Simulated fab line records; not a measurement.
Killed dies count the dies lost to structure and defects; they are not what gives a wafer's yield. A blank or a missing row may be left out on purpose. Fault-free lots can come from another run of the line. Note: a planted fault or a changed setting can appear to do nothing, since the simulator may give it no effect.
Split-lot experiment    flow n5 finfet    39 wafers read across 7 lots, on a route 1938 steps long

== SPLIT DETAILS ==
At N5_DUMMY_GATE_ETCH_42 (etches SiO2 in CHF3/O2, target depth 3.5 nm, time 31 s), the setting bias w was moved away from the recipe's 12 W on 15 of the 39 wafers read, by -15.6% to +14.1%. The other wafers ran this setting at the recipe's value.

Reading taken at the split's own step.

== THE READING ==
rf vpp V, in V, at N5_DUMMY_GATE_ETCH_42 (etches SiO2 in CHF3/O2, target depth 3.5 nm, time 31 s). A value of 42.3 V with a standard deviation of 0.98 V is what fault-free wafers of this fab line usually give.

wafer   tool, chamber at the split  bias w as run, W  against the recipe  rf vpp V, V  against lot-mates on the recipe
L074.1  rie diel-03, 0              10.78             -10.2%              38.8         -3.5
L074.2  rie diel-03, 1              10.78             -10.2%              39.8         -2.5
L074.3  rie diel-03, 3              12                recipe              41.6         -
L074.4  rie diel-03, 2              12                recipe              42.4         -
L074.5  rie diel-03, 3              10.78             -10.2%              39.4         -2.9
L074.6  rie diel-03, 0              12                recipe              42.8         -
L080.1  rie diel-02, 1              12                recipe              40.4         -
L080.2  rie diel-02, 2              12                recipe              43.4         -
L080.3  rie diel-02, 3              12                recipe              42.2         -
L080.4  rie diel-02, 0              12                recipe              40.5         -
L080.5  rie diel-02, 3              12                recipe              42.4         -
L080.6  rie diel-02, 0              12                recipe              42.6         -
L084.1  rie diel-01, 0              12                recipe              41.4         -
L084.2  rie diel-01, 2              13.69             +14.1%              46.1         +4.2
L084.3  rie diel-01, 1              13.69             +14.1%              48.0         +6.1
L084.4  rie diel-01, 3              13.69             +14.1%              48.5         +6.6
L084.5  rie diel-01, 1              12                recipe              42.2         -
L084.6  rie diel-01, 0              12                recipe              42.2         -
L090.1  rie diel-03, 2              11.42             -4.8%               41.1         -1.3
L090.2  rie diel-03, 3              12                recipe              43.9         -
L090.3  rie diel-03, 0              11.42             -4.8%               41.6         -0.8
L090.4  rie diel-03, 2              12                recipe              42.3         -
L090.5  rie diel-03, 3              11.42             -4.8%               42.4         +0.0
L090.6  rie diel-03, 0              12                recipe              41.1         -
L094.2  rie diel-03, 0              12                recipe              41.7         -
L094.3  rie diel-03, 2              12                recipe              40.4         -
L094.5  rie diel-03, 3              12                recipe              43.3         -
L095.1  rie diel-02, 0              12                recipe              41.5         -
L095.2  rie diel-02, 2              10.13             -15.6%              37.3         -5.4
L095.3  rie diel-02, 1              12                recipe              43.3         -
L095.4  rie diel-02, 3              12                recipe              43.4         -
L095.5  rie diel-02, 3              10.13             -15.6%              38.9         -3.8
L095.6  rie diel-02, 0              10.13             -15.6%              37.6         -5.1
L097.1  rie diel-01, 1              10.66             -11.2%              37.9         -4.1
L097.2  rie diel-01, 3              10.66             -11.2%              40.1         -1.9
L097.3  rie diel-01, 0              12                recipe              41.9         -
L097.4  rie diel-01, 2              10.66             -11.2%              39.5         -2.5
L097.5  rie diel-01, 1              12                recipe              42.4         -
L097.6  rie diel-01, 2              12                recipe              41.8         -

FIT RESULTS
A straight line over all 39 wafers: rf vpp V changes by +0.307 V for each +1% of bias w; r = +0.91; the points scatter about the line by 0.98 V.
The same after taking each lot's own level away (the mean of its wafers on the recipe; 39 wafers): +0.326 V for each +1%; r = +0.93; scatter 0.94 V.
On that fit, the largest move of bias w shifts the reading by 5.1 V.
From 41.80 to 42.73 V: that is the span of the lots' own levels, equal to 1.0 times the standard deviation above.
Hence the lot-to-lot level has little effect on the slope; both slopes agree.
Check: -4.75 V against its lot-mates is what the line predicts for one of the wafers moved furthest among these (-15.6%) when that wafer is left out of the fit. It came out at -5.43 V against them.
Tool readings at the split's step, against how far the setting was moved: rf vpp V r = +0.91.

== ADDITIONAL SPLITS CARRIED BY THESE WAFERS ==
These wafers also went through other splits before the reading. Each is held against what the fit with the lots' levels taken away leaves over:
other split on the same wafers                wafers away from the commonest value  r with rf vpp V (lot level and that fit taken away)
N5_PMOS_HMC_CHANNEL_EPI_FIN_RECESS_16 time s  15                                    +0.06
N5_DUMMY_GATE_ETCH_37 source w                18                                    +0.06
N5_DUMMY_GATE_ETCH_31 target depth a          15                                    -0.05

== THE FILE'S OWN FIT ==
rf vpp V changes by +0.314 V for each +1% of bias w, r = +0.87.
